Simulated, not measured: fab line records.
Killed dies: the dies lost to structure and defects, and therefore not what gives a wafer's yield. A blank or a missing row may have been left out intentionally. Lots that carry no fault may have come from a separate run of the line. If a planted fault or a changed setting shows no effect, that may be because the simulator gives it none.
Which tool did it?    flow n5 finfet    Sampling: 12 lots, 34 wafers, 5 of 1938 route steps

WHAT THE GAUGES SHOWED, per wafer
Not one reading of a measure or inspect step in the record can be checked against a usual standard deviation.

WHICH TOOL RAN EACH LOT (tool, then ch and the chambers of the sampled wafers, then the start)
lot   N5_GATE_CUT_CMP_61            N5_MOL_CONTACT_COAG_ETCH_105       N5_MOL_CONTACT_COAG_IMPLANT_129  N5_MOL_CONTACT_COAG_PRE_CLEAN_141  N5_PASSIVATION_PROBE_49
L456  cmp-02 ch 0,1,2, day 4 18:13  rie diel-06 ch 0,1,3, day 4 18:53  implanter-01 ch 0, day 4 19:20   pvd sputter-01, day 4 21:20        -
L458  cmp-03 ch 1,2,3, day 5 02:43  rie diel-05 ch 0,1,2, day 5 03:23  implanter-01 ch 0, day 5 03:46   pvd sputter-02, day 5 06:04        -
L460  cmp-01 ch 1,2,3, day 5 13:25  rie diel-06 ch 0,1, day 5 14:17    implanter-02 ch 0, day 5 14:41   pvd sputter-03, day 5 16:33        -
L461  cmp-02 ch 0,1,2, day 6 00:14  rie diel-06 ch 1,2,3, day 6 00:57  implanter-02 ch 0, day 6 01:22   pvd sputter-03, day 6 03:26        prober-02, day 14 03:52
L462  cmp-02 ch 1,2,3, day 6 02:16  rie diel-05 ch 0,3, day 6 03:02    implanter-02 ch 0, day 6 03:26   pvd sputter-03, day 6 05:23        -
L469  cmp-03 ch 0,2,3, day 8 00:37  rie diel-05 ch 0,1,3, day 8 01:19  implanter-01 ch 0, day 8 01:41   pvd sputter-01, day 8 04:13        prober-02, day 16 14:02
L471  cmp-01 ch 0,2,3, day 8 08:41  rie diel-05 ch 1,2,3, day 8 09:20  implanter-01 ch 0, day 8 09:48   pvd sputter-02, day 8 11:17        prober-01, day 16 08:29
L472  cmp-03 ch 1,2, day 8 15:50    rie diel-05 ch 1,2, day 8 16:29    implanter-02 ch 0, day 8 16:52   pvd sputter-02, day 8 19:22        -
L474  cmp-03 ch 2,3, day 9 05:44    rie diel-01 ch 0,1, day 9 06:26    implanter-02 ch 0, day 9 06:49   pvd sputter-02, day 9 08:38        prober-01, day 17 00:46
L476  cmp-03 ch 0,2,3, day 9 16:11  rie diel-06 ch 1,2, day 9 16:52    implanter-02 ch 0, day 9 17:16   pvd sputter-02, day 9 20:40        -
L479  cmp-02 ch 0,1, day 10 12:40   rie diel-01 ch 0,2, day 10 13:32   implanter-02 ch 0, day 10 14:11  pvd sputter-02, day 10 16:25       -
L478  cmp-01 ch 0,1, day 10 13:01   rie diel-05 ch 0,2, day 10 13:49   implanter-02 ch 0, day 10 14:25  pvd sputter-01, day 10 16:30       -
- N5_GATE_CUT_CMP_61: polishes, stops on SiNx, t overpolish 3 s.
- N5_MOL_CONTACT_COAG_ETCH_105: etches SiARC in CF4, target depth 15.6 nm, time 26 s.
- N5_MOL_CONTACT_COAG_IMPLANT_129
- N5_MOL_CONTACT_COAG_PRE_CLEAN_141: time 60 s.
- N5_PASSIVATION_PROBE_49

WHAT THE TOOLS THEMSELVES READ (means of the sampled wafers that have a number; where no wafer has one, the mark that the record gives instead)
N5_GATE_CUT_CMP_61. Usual: motor current A 11.4 A, standard deviation 1; platen rpm 27.090 rpm, standard deviation 0.018; slurry flow ml min 150.0, standard deviation 0.42.
lot   tool    motor current A (A)  platen rpm (rpm)  slurry flow ml min  flag
L456  cmp-02  10.4                 27.085            150.0               
L458  cmp-03  11.3                 27.073            150.0               
L460  cmp-01  12.7                 27.093            150.1               
L461  cmp-02  10.5                 27.085            150.0               
L462  cmp-02  10.3                 27.086            149.8               
L469  cmp-03  11.4                 27.084            149.8               
L471  cmp-01  12.3                 27.090            149.7               
L472  cmp-03  11.1                 27.074            150.4               
L474  cmp-03  11.1                 27.091            150.1               
L476  cmp-03  11.7                 27.070            149.9               
L479  cmp-02  11.2                 27.094            150.1               
L478  cmp-01  11.7                 27.116            149.7               

N5_MOL_CONTACT_COAG_ETCH_105. Usual: for bias w, 36.00 W with a standard deviation of 0.11; for drypump motor current A, 5.7 A with a standard deviation of 0.38; for etch rf on time s, 25.7 s with a standard deviation of 0.44; for oes product au, 0.70 a.u. with a standard deviation of 0.079; for rf vpp V, 184.4 V with a standard deviation of 1.1; for showerhead plenum p Torr, 2.15 Torr with a standard deviation of 0.058; for throttle valve pct, 15.56 % with a standard deviation of 0.22.
lot   tool         bias w (W)  drypump motor current A (A)  etch rf on time s (s)  oes product au (a.u.)  rf vpp V (V)  showerhead plenum p Torr (Torr)  throttle valve pct (%)  flag
L456  rie diel-06  35.97       5.5                          26.1                   0.62                   184.3         2.14                             15.77                   
L458  rie diel-05  36.08       5.8                          25.9                   0.78                   183.8         2.12                             15.42                   
L460  rie diel-06  36.00       5.6                          26.4                   0.63                   184.2         2.12                             15.73                   
L461  rie diel-06  36.06       5.5                          26.2                   0.65                   185.3         2.17                             15.65                   
L462  rie diel-05  36.10       5.9                          25.5                   0.67                   185.0         2.18                             15.38                   
L469  rie diel-05  35.99       6.0                          25.6                   0.68                   184.2         2.14                             15.54                   
L471  rie diel-05  35.91       6.0                          25.5                   0.70                   184.3         2.12                             15.67                   
L472  rie diel-05  35.93       5.8                          25.5                   0.76                   183.5         2.08                             15.61                   
L474  rie diel-01  35.93       5.6                          25.3                   0.73                   184.0         2.16                             15.50                   
L476  rie diel-06  35.90       5.9                          26.4                   0.64                   183.8         2.11                             15.62                   
L479  rie diel-01  36.15       5.2                          25.6                   0.74                   185.1         2.16                             15.41                   
L478  rie diel-05  35.90       5.8                          25.8                   0.70                   184.3         2.12                             15.48                   

N5_MOL_CONTACT_COAG_IMPLANT_129. Usual: beam on s 40.6 s, standard deviation 2.2; dose ions cm2 6e+14, standard deviation 7.1e+11.
lot   tool          beam on s (s)  dose ions cm2  flag
L456  implanter-01  38.3           6e+14          
L458  implanter-01  38.4           6e+14          
L460  implanter-02  43.0           6e+14          
L461  implanter-02  41.9           6e+14          
L462  implanter-02  42.5           6e+14          
L469  implanter-01  19.3           3e+14          OFF
L471  implanter-01  19.6           3e+14          OFF
L472  implanter-02  41.9           6e+14          
L474  implanter-02  42.2           6e+14          
L476  implanter-02  42.7           6e+14          
L479  implanter-02  42.4           6e+14          
L478  implanter-02  42.4           6e+14          

N5_MOL_CONTACT_COAG_PRE_CLEAN_141. Usual: 437 W for heater power w, sd 30.
lot   tool            heater power w (W)  flag
L456  pvd sputter-01  443                 
L458  pvd sputter-02  411                 
L460  pvd sputter-03  444                 
L461  pvd sputter-03  461                 
L462  pvd sputter-03  431                 
L469  pvd sputter-01  439                 
L471  pvd sputter-02  418                 
L472  pvd sputter-02  412                 
L474  pvd sputter-02  418                 
L476  pvd sputter-02  409                 
L479  pvd sputter-02  406                 
L478  pvd sputter-01  477                 

N5_PASSIVATION_PROBE_49. Usual: killed_at_M0_to_M3 31, standard deviation 11; killed_at_M4_up 14, standard deviation 5.1; killed at contacts 12, standard deviation 5.6; killed at front end 42, standard deviation 12; killed at other 3.8, standard deviation 2.9; killed dies 103, standard deviation 18; killed open 67, standard deviation 14; killed short 33, standard deviation 8.
lot   tool       killed_at_M0_to_M3  killed_at_M4_up  killed at contacts  killed at front end  killed at other  killed dies  killed open  killed short  flag
L461  prober-02  18                  20               17                  41                   1.0              97           67           27            
L469  prober-02  27                  9                12                  68                   7.0              123          83           39            
L471  prober-01  29                  15               10                  40                   7.3              101          71           31            
L474  prober-01  33                  11               11                  28                   3.3              86           53           30            

THE ANSWER, worked out from the rows above alone
Rule: lot off if the mean of its wafers having a number is beyond 3 standard deviations from the usual mean. A lot without any number at a reading at which 4 lots or more have one is off too. All remaining lots with rows at the step are treated as sound. After the gauges, taken in route order, come the tools' own readings; for these a lot's mean is taken, as printed above. At the first step where some lot is off, the reading lying furthest off is the one used; lots without a number count as furthest.
Off, at N5_MOL_CONTACT_COAG_IMPLANT_129 on dose ions cm2: L469, L471.
A tool fits if, at that step or a process step before it, it ran every lot that is off, and no sound lot after the first of them. One candidate fits, namely implanter-01 at N5_MOL_CONTACT_COAG_IMPLANT_129. Its last sound lot is L458 (day 5 03:46), its first lot that is off L469 (day 8 01:41): a fault that began between those two fits.
The tool's own readings at N5_MOL_CONTACT_COAG_IMPLANT_129 bear it out: on the lots that are off they differ by more than 5 times the standard deviation of the sound lots' means. beam on s reads 19.5 s there against 41.6 s on the sound lots; dose ions cm2 reads 3e+14 there against 6e+14 on the sound lots.

WHAT HAD BEEN PUT IN BY THE SIMULATOR
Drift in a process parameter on implanter-01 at N5_MOL_CONTACT_COAG_IMPLANT_129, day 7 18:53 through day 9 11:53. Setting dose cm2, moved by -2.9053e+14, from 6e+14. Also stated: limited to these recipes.
Lots struck among those shown: L469, L471. The rule above reached the same finding.
